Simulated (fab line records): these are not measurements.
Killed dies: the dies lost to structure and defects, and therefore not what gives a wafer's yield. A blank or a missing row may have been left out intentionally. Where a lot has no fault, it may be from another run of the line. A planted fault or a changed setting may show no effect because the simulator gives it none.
Matching of chambers + flow nand_harc + NHARC_P_GATE_ETCH_104 on rie_diel-03 has 4 sister chambers
The step etches the open film in CF4/CHF3, target depth 60 nm. 8 wafers are shown with their chamber, then 8 later ones without.

## WAFERS WITH THEIR CHAMBER
| wafer  | chamber | rf_vpp_V (V) | oes_product_au (a.u.) |
|--------|---------|--------------|-----------------------|
| L309.1 | 0       | 369.0        | 0.912                 |
| L309.6 | 3       | 367.0        | 0.915                 |
| L316.1 | 0       | 370.1        | 0.921                 |
| L316.3 | 3       | 366.6        | 0.923                 |
| L319.2 | 2       | 367.6        | 0.966                 |
| L319.4 | 1       | 371.5        | 0.957                 |
| L319.6 | 1       | 372.3        | 0.955                 |
| L321.1 | 2       | 367.7        | 0.956                 |

## WAFERS WITH NO CHAMBER GIVEN
| wafer  | rf_vpp_V (V) | oes_product_au (a.u.) |
|--------|--------------|-----------------------|
| L321.3 | 368.6        | 0.946                 |
| L321.5 | 373.4        | 0.955                 |
| L323.3 | 372.7        | 0.938                 |
| L323.4 | 370.9        | 0.937                 |
| L323.6 | 369.9        | 0.971                 |
| L326.1 | 368.0        | 0.975                 |
| L326.2 | 369.5        | 0.978                 |
| L326.6 | 366.4        | 0.987                 |

## THE CHAMBER EACH PASSED THROUGH
| wafer  | from the rows above     | in truth                   |
|--------|-------------------------|----------------------------|
| L321.3 | 2                       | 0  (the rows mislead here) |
| L321.5 | 1                       | 1                          |
| L323.3 | 1                       | 1                          |
| L323.4 | can't be placed: 1 or 0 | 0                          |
| L323.6 | can't be placed: 1 or 2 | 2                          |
| L326.1 | 2                       | 2                          |
| L326.2 | can't be placed: 2 or 1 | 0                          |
| L326.6 | 2                       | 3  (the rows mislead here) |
Placed correctly: 3 of 8. These rows do not allow placing 3 (true chamber among the candidates in 2). Wrongly placed: 2.
How it was worked out, from the rows above alone: a wafer's distance from a chamber is the root of the sum, over the readings, of the square of ((its reading less the chamber's mean) divided by the reading's scatter). If the next closest chamber is less than 2 further off than the closest, the wafer can't be placed; otherwise it belongs to the closest. Each chamber's mean is taken over the wafers shown for it. The scatter: the root of (the sum of the squares of (reading less its chamber's mean) over the shown wafers, divided by (wafers less chambers)).
